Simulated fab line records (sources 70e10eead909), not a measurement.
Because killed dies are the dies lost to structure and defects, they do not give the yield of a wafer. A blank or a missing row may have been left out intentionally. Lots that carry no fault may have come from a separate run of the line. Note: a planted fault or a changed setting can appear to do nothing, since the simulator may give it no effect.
A struck lot beside a sound one -- flow nand harc -- 15 out of 1302 route steps
Sound: these wafers, L585.3, L585.4, L585.6. Struck: wafers L595.2, L595.5 (left out: L595.4, a lot-mate that was not struck); the cause follows at the end.
At each step with rows: each side's tool, then ch and its chambers, then its first start. Under that, the readings that differ: sound wafers -- struck wafers -- difference of the means -- sigmas: that difference in standard deviations of wafers without a fault.
alike: same words and numbers on both sides, and readings whose means sit less than 2 such deviations apart. not compared: any withheld reading, any reading some wafer has no value for, any bound like >300 that may hide the same value, and any number with overlapping values for which the record gives no deviation.
A row with sigmas, a row that says differs or no value, or rows on one side alone: a step with any of these is where the two part. Non-overlapping numbers with no deviation appear without sigmas and do not part them. A reading missing from all wafers of one side parts the sides only when that side holds two or more wafers.

NHARC_A_CONTACT_ETCH_118: etches the open film in C4F8/O2/Ar, time 190 s, target depth 1850 nm.
  sound on har cap etch-02 ch 0,1, day 22 02:34; struck on har cap etch-02 ch 0,1, day 25 18:09
  not compared: rf hours counter h, run length s
NHARC_A_CONTACT_ETCH_119: etches the open film in C4F8/O2/Ar, time 190 s, target depth 1850 nm.
  sound on har cap etch-02 ch 0,1, day 22 02:44; struck on har cap etch-02 ch 0,1, day 25 18:19
  not compared: rf hours counter h, run length s
NHARC_A_CONTACT_ETCH_120: etches the open film in C4F8/O2/Ar, time 190 s, target depth 1850 nm.
  sound on har cap etch-02 ch 0,1, day 22 02:55; struck on har cap etch-02 ch 0,1, day 25 18:29
  not compared: rf hours counter h, run length s
NHARC_A_CONTACT_ETCH_121: etches the open film in C4F8/O2/Ar, time 190 s, target depth 1850 nm.
  sound on har cap etch-02 ch 0,1, day 22 03:05; struck on har cap etch-02 ch 0,1, day 25 18:40
  not compared: rf hours counter h, run length s
then, 3 steps without rows for these wafers: NHARC_A_CONTACT_ETCH_122 (etches the open film in C4F8/O2/Ar, time 190 s, target depth 1850 nm); NHARC_A_CONTACT_ETCH_123 (etches the open film in C4F8/O2/Ar, time 490 s, target depth 2110 nm); NHARC_A_CONTACT_ETCH_90 (etches the open film in CH3F/O2, target depth 40 nm, time 85.7 s).
NHARC_A_CONTACT_ETCH_96: etches the open film in C4F6/O2, target depth 20 nm, time 10 s.
  sound on rie diel-06 ch 0,3; struck on rie diel-06 ch 1,3
  alike: drypump motor current A, oes product au, rf vpp V, run length s, showerhead plenum p Torr, throttle valve pct
  not compared: rf hours counter h
NHARC_A_CONTACT_CD_MEAS_53:
  sound on cd sem-02, day 22 04:35; struck on cd sem-03, day 25 20:13
  alike: cd nm
then, 3 steps without rows for these wafers: NHARC_A_CONTACT_STRIP_99 (strips in N2/H2); NHARC_A_CONTACT_STRIP_100 (strips in CF4/CHF3); NHARC_A_CONTACT_STRIP_101 (strips in O2/COS).
NHARC_A_CONTACT_ETCH_102: etches the open film in CF4/O2, target depth 100 nm, overetch 10 nm, time 55 s.
  sound on rie diel-01 ch 1,2, day 22 04:52; struck on rie diel-06 ch 0, day 25 20:30
reading,sound,struck,difference,sigmas
run length s (s),75.7 76.4 76.1,72.2 72.1,-3.9,-9
  alike: drypump motor current A, oes_f_703_au, oes product au, rf vpp V, showerhead plenum p Torr, throttle valve pct
  not compared: rf hours counter h
then, 1 step without rows for these wafers: NHARC_A_CONTACT_STRIP_55 (strips in O2).
-- jump in the record: it breaks off in module A_CONTACT and resumes in module END (first step shown: number 1302 of the route), and 3 days separate the struck wafers' starts before and after --
NHARC_END_SORT_01:
  sound on prober-01 ch 0, day 25 06:04; struck on prober-01 ch 0, day 29 02:01
reading,sound,struck,difference,sigmas
hold,- - -,await dispo/2.6h/release await dispo/2.6h/release,no value on the sound wafers,
killed at array,59 54 51,162 167,+110,+6
killed at periphery,2 4 1,7 9,+6,+2
killed dies,61 59 54,170 176,+115,+6
  alike: killed at other, killed open, killed short

## WHERE THEY PART
First at NHARC_A_CONTACT_ETCH_102; last, within this record, at NHARC_END_SORT_01.

WHY: what the simulator had put in
rie diel-06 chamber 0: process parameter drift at NHARC_A_CONTACT_ETCH_102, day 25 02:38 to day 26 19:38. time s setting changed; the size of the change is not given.
